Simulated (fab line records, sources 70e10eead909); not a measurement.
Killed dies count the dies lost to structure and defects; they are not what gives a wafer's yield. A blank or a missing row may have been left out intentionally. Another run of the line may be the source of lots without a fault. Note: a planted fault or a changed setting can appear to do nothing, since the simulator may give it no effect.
Which of the tools did it? | flow nand_harc | 72 wafers from 24 lots sampled at 5 of the route's 1159 steps

## WHAT THE GAUGES READ, wafer by wafer
NHARC_P_BONDPAD_INSPECT_23. Usual: raw_defect_count at 313, with a standard deviation of 94.
lot  | measured     | on                | raw_defect_count | flag
L074 | day 6 23:13  | defect_inspect-01 | 500 328 347      |
L075 | day 6 23:49  | defect_inspect-02 | 355 246 229      |
L076 | day 7 04:55  | defect_inspect-02 | 348 277 327      |
L077 | day 7 06:17  | defect_inspect-01 | 222 402 382      |
L079 | day 7 13:47  | defect_inspect-01 | 226 293 317      |
L078 | day 7 19:12  | defect_inspect-01 | 236 368 280      |
L081 | day 8 04:44  | defect_inspect-02 | 498 261 277      |
L082 | day 8 05:26  | defect_inspect-02 | 283 226 306      |
L080 | day 8 05:52  | defect_inspect-02 | 200 338 473      |
L083 | day 8 17:18  | defect_inspect-01 | 239 244 306      |
L084 | day 8 18:01  | defect_inspect-02 | 500 288 274      |
L086 | day 9 17:01  | defect_inspect-02 | 261 311 578      |
L085 | day 9 18:04  | defect_inspect-01 | 207 226 237      |
L087 | day 9 20:20  | defect_inspect-01 | 212 284 258      |
L088 | day 9 23:13  | defect_inspect-02 | 367 411 668      |
L089 | day 10 13:07 | defect_inspect-02 | 536 377 271      |
L090 | day 10 19:59 | defect_inspect-01 | 167 301 223      |
L091 | day 10 20:56 | defect_inspect-01 | 477 398 317      |
L093 | day 10 22:31 | defect_inspect-02 | 181 404 315      |
L092 | day 10 23:40 | defect_inspect-02 | 361 312 315      |
L095 | day 11 20:09 | defect_inspect-01 | 396 293 235      |
L094 | day 11 19:45 | defect_inspect-01 | 242 227 238      |
L096 | day 12 03:08 | defect_inspect-01 | 287 398 269      |
L097 | day 12 06:04 | defect_inspect-02 | 268 306 322      |

NHARC_A_START_INSPECT_01. Usual: raw_defect_count at 3.4, with a standard deviation of 1.7.
lot  | measured     | on                | raw_defect_count | flag
L074 | day 6 23:41  | defect_inspect-02 | 4 6 2            |
L075 | day 7 00:17  | defect_inspect-01 | 5 0 4            |
L076 | day 7 05:23  | defect_inspect-02 | 4 8 1            |
L077 | day 7 06:46  | defect_inspect-01 | 4 4 1            |
L079 | day 7 14:15  | defect_inspect-02 | 2 2 7            |
L078 | day 7 19:41  | defect_inspect-01 | 2 5 2            |
L081 | day 8 05:12  | defect_inspect-01 | 4 3 2            |
L082 | day 8 05:55  | defect_inspect-01 | 2 1 5            |
L080 | day 8 06:20  | defect_inspect-01 | 4 4 2            |
L083 | day 8 17:47  | defect_inspect-02 | 4 1 4            |
L084 | day 8 18:29  | defect_inspect-02 | 5 2 3            |
L086 | day 9 20:06  | defect_inspect-02 | 4 5 2            |
L085 | day 9 18:34  | defect_inspect-01 | 2 2 1            |
L087 | day 9 20:49  | defect_inspect-02 | 0 3 3            |
L088 | day 9 23:40  | defect_inspect-01 | 0 4 3            |
L089 | day 10 13:35 | defect_inspect-02 | 4 2 3            |
L090 | day 10 20:28 | defect_inspect-02 | 5 2 3            |
L091 | day 10 21:25 | defect_inspect-01 | 2 7 2            |
L093 | day 10 23:01 | defect_inspect-01 | 3 4 2            |
L092 | day 11 00:09 | defect_inspect-02 | 1 5 3            |
L095 | day 11 20:37 | defect_inspect-02 | 2 4 3            |
L094 | day 11 20:13 | defect_inspect-02 | 4 4 3            |
L096 | day 12 03:36 | defect_inspect-02 | 6 5 4            |
L097 | day 12 06:34 | defect_inspect-01 | 1 4 3            |

## WHICH TOOL RAN EACH LOT (tool, then ch and the chambers of the sampled wafers, then the start)
lot  | NHARC_P_M1_ETCH_15                            | NHARC_P_M1_DEGAS_29          | NHARC_P_M1_PVD_21
L074 | rie_diel-10 ch 0,2, day 6 12:57 or earlier    | pvd_sputter-03, day 6 12:57  | pvd_sputter-03, day 6 23:13 or earlier
L075 | rie_diel-05 ch 0,2,3, day 6 13:26 or earlier  | pvd_sputter-01, day 6 13:26  | pvd_sputter-01, day 6 23:49 or earlier
L076 | rie_diel-09 ch 0,1, day 6 18:48 or earlier    | pvd_sputter-01, day 6 18:48  | pvd_sputter-01, day 7 04:55 or earlier
L077 | rie_diel-05 ch 0,1, day 6 19:31 or earlier    | pvd_sputter-03, day 6 19:31  | pvd_sputter-03, day 7 06:17 or earlier
L079 | rie_diel-09 ch 0,1,3, day 7 03:05 or earlier  | pvd_sputter-03, day 7 03:05  | pvd_sputter-03, day 7 13:47 or earlier
L078 | rie_diel-05 ch 0,3, day 7 07:59 or earlier    | pvd_sputter-02, day 7 07:59  | pvd_sputter-02, day 7 19:12 or earlier
L081 | rie_diel-10 ch 0,2,3, day 7 18:32 or earlier  | pvd_sputter-03, day 7 18:32  | pvd_sputter-03, day 8 04:44 or earlier
L082 | rie_diel-09 ch 0,2,3, day 7 18:38 or earlier  | pvd_sputter-02, day 7 18:38  | pvd_sputter-02, day 8 05:26 or earlier
L080 | rie_diel-09 ch 0,1,2, day 7 19:21 or earlier  | pvd_sputter-02, day 7 19:21  | pvd_sputter-02, day 8 05:52 or earlier
L083 | rie_diel-09 ch 0,3, day 8 06:09 or earlier    | pvd_sputter-03, day 8 06:09  | pvd_sputter-03, day 8 17:18 or earlier
L084 | rie_diel-05 ch 0,1, day 8 07:37 or earlier    | pvd_sputter-01, day 8 07:37  | pvd_sputter-01, day 8 18:01 or earlier
L086 | rie_diel-09 ch 0,1, day 9 06:32 or earlier    | pvd_sputter-03, day 9 06:32  | pvd_sputter-03, day 9 17:01 or earlier
L085 | rie_diel-10 ch 1,2,3, day 9 07:48 or earlier  | pvd_sputter-01, day 9 07:48  | pvd_sputter-01, day 9 18:04 or earlier
L087 | rie_diel-09 ch 0,1,3, day 9 09:51 or earlier  | pvd_sputter-01, day 9 09:51  | pvd_sputter-01, day 9 20:20 or earlier
L088 | rie_diel-09 ch 2,3, day 9 12:41 or earlier    | pvd_sputter-03, day 9 12:41  | pvd_sputter-03, day 9 23:13 or earlier
L089 | rie_diel-10 ch 0,1,2, day 10 02:19 or earlier | pvd_sputter-01, day 10 02:19 | pvd_sputter-01, day 10 13:07 or earlier
L090 | rie_diel-10 ch 0,2, day 10 09:30 or earlier   | pvd_sputter-02, day 10 09:30 | pvd_sputter-02, day 10 19:59 or earlier
L091 | rie_diel-09 ch 0,2,3, day 10 10:26 or earlier | pvd_sputter-03, day 10 10:26 | pvd_sputter-03, day 10 20:56 or earlier
L093 | rie_diel-10 ch 0,1,2, day 10 12:07 or earlier | pvd_sputter-02, day 10 12:07 | pvd_sputter-02, day 10 22:31 or earlier
L092 | rie_diel-10 ch 1,2, day 10 13:04 or earlier   | pvd_sputter-03, day 10 13:04 | pvd_sputter-03, day 10 23:40 or earlier
L095 | rie_diel-05 ch 0,2,3, day 11 08:37 or earlier | pvd_sputter-03, day 11 08:37 | pvd_sputter-03, day 11 20:09 or earlier
L094 | rie_diel-05 ch 0,1,3, day 11 09:03 or earlier | pvd_sputter-01, day 11 09:03 | pvd_sputter-01, day 11 19:45 or earlier
L096 | rie_diel-10 ch 0,2,3, day 11 16:13 or earlier | pvd_sputter-01, day 11 16:13 | pvd_sputter-01, day 12 03:08 or earlier
L097 | rie_diel-05 ch 0,2,3, day 11 19:48 or earlier | pvd_sputter-02, day 11 19:48 | pvd_sputter-02, day 12 06:04 or earlier
- NHARC_P_M1_ETCH_15: etches the open film in C4F8/Ar, target depth 182.5 nm, time 91.2 s.
- NHARC_P_M1_DEGAS_29: time 60 s.
- NHARC_P_M1_PVD_21: deposits Cu, target thk 30 nm, time 20.49 s.

## WHAT THE TOOLS THEMSELVES READ (means of the sampled wafers that have a number; where no wafer has one, the mark that the record gives instead)
NHARC_P_M1_ETCH_15. Usual: oes_product_au 0.953 a.u., standard deviation 0.019; rf_vpp_V 442.6 V, standard deviation 2.7.
lot  | tool        | oes_product_au (a.u.) | rf_vpp_V (V) | flag
L074 | rie_diel-10 | 0.923                 | 443.6        |
L075 | rie_diel-05 | 0.934                 | 443.8        |
L076 | rie_diel-09 | 0.957                 | 445.0        |
L077 | rie_diel-05 | 0.930                 | 439.8        |
L079 | rie_diel-09 | 0.970                 | 442.7        |
L078 | rie_diel-05 | 0.929                 | 442.4        |
L081 | rie_diel-10 | 0.968                 | 441.7        |
L082 | rie_diel-09 | 0.946                 | 443.4        |
L080 | rie_diel-09 | 0.957                 | 444.7        |
L083 | rie_diel-09 | 0.978                 | 441.6        |
L084 | rie_diel-05 | 0.960                 | 441.5        |
L086 | rie_diel-09 | 0.980                 | 445.1        |
L085 | rie_diel-10 | 0.961                 | 440.2        |
L087 | rie_diel-09 | 0.976                 | 443.1        |
L088 | rie_diel-09 | 0.930                 | 441.3        |
L089 | rie_diel-10 | 0.939                 | 442.3        |
L090 | rie_diel-10 | 0.961                 | 442.8        |
L091 | rie_diel-09 | 0.968                 | 443.4        |
L093 | rie_diel-10 | 0.949                 | 441.0        |
L092 | rie_diel-10 | 0.951                 | 438.9        |
L095 | rie_diel-05 | 0.932                 | 443.9        |
L094 | rie_diel-05 | 0.953                 | 442.1        |
L096 | rie_diel-10 | 0.968                 | 441.4        |
L097 | rie_diel-05 | 0.969                 | 444.8        |

NHARC_P_M1_DEGAS_29. Usual: heater_power_w at 342 W, with a standard deviation of 33.
lot  | tool           | heater_power_w (W) | flag
L074 | pvd_sputter-03 | 360                |
L075 | pvd_sputter-01 | 340                |
L076 | pvd_sputter-01 | 334                |
L077 | pvd_sputter-03 | 371                |
L079 | pvd_sputter-03 | 342                |
L078 | pvd_sputter-02 | 345                |
L081 | pvd_sputter-03 | 341                |
L082 | pvd_sputter-02 | 335                |
L080 | pvd_sputter-02 | 351                |
L083 | pvd_sputter-03 | 347                |
L084 | pvd_sputter-01 | 344                |
L086 | pvd_sputter-03 | 348                |
L085 | pvd_sputter-01 | 296                |
L087 | pvd_sputter-01 | 341                |
L088 | pvd_sputter-03 | 356                |
L089 | pvd_sputter-01 | 334                |
L090 | pvd_sputter-02 | 347                |
L091 | pvd_sputter-03 | 357                |
L093 | pvd_sputter-02 | 335                |
L092 | pvd_sputter-03 | 361                |
L095 | pvd_sputter-03 | 344                |
L094 | pvd_sputter-01 | 340                |
L096 | pvd_sputter-01 | 332                |
L097 | pvd_sputter-02 | 305                |

NHARC_P_M1_PVD_21. Usual: throttle_valve_pct at 30.1 %, with a standard deviation of 1.1.
lot  | tool           | throttle_valve_pct (%) | flag
L074 | pvd_sputter-03 | 29.5                   |
L075 | pvd_sputter-01 | 30.6                   |
L076 | pvd_sputter-01 | 29.1                   |
L077 | pvd_sputter-03 | 29.6                   |
L079 | pvd_sputter-03 | 30.3                   |
L078 | pvd_sputter-02 | 30.9                   |
L081 | pvd_sputter-03 | 29.9                   |
L082 | pvd_sputter-02 | 31.1                   |
L080 | pvd_sputter-02 | 31.3                   |
L083 | pvd_sputter-03 | 29.8                   |
L084 | pvd_sputter-01 | 31.0                   |
L086 | pvd_sputter-03 | 29.5                   |
L085 | pvd_sputter-01 | 29.9                   |
L087 | pvd_sputter-01 | 30.7                   |
L088 | pvd_sputter-03 | 29.8                   |
L089 | pvd_sputter-01 | 29.6                   |
L090 | pvd_sputter-02 | 31.2                   |
L091 | pvd_sputter-03 | 29.9                   |
L093 | pvd_sputter-02 | 31.1                   |
L092 | pvd_sputter-03 | 29.8                   |
L095 | pvd_sputter-03 | 29.9                   |
L094 | pvd_sputter-01 | 28.6                   |
L096 | pvd_sputter-01 | 30.0                   |
L097 | pvd_sputter-02 | 31.1                   |

## THE ANSWER, worked out from the rows above alone
Rule: take the mean of a lot's wafers that have a number; if it is more than 3 standard deviations from the usual mean, the lot is off. Also off: a lot with no number at a reading for which 4 or more lots have one. Any other lot the step has rows for is counted as sound. First the gauges in route order, then the tools' own readings, where a lot's mean is used as printed above. At the first step where some lot is off, the reading lying furthest off is the one used; lots without a number count as furthest.
None of the lots is off at any reading shown; this tells nothing.

## WHAT THE SIMULATOR HAD PUT IN
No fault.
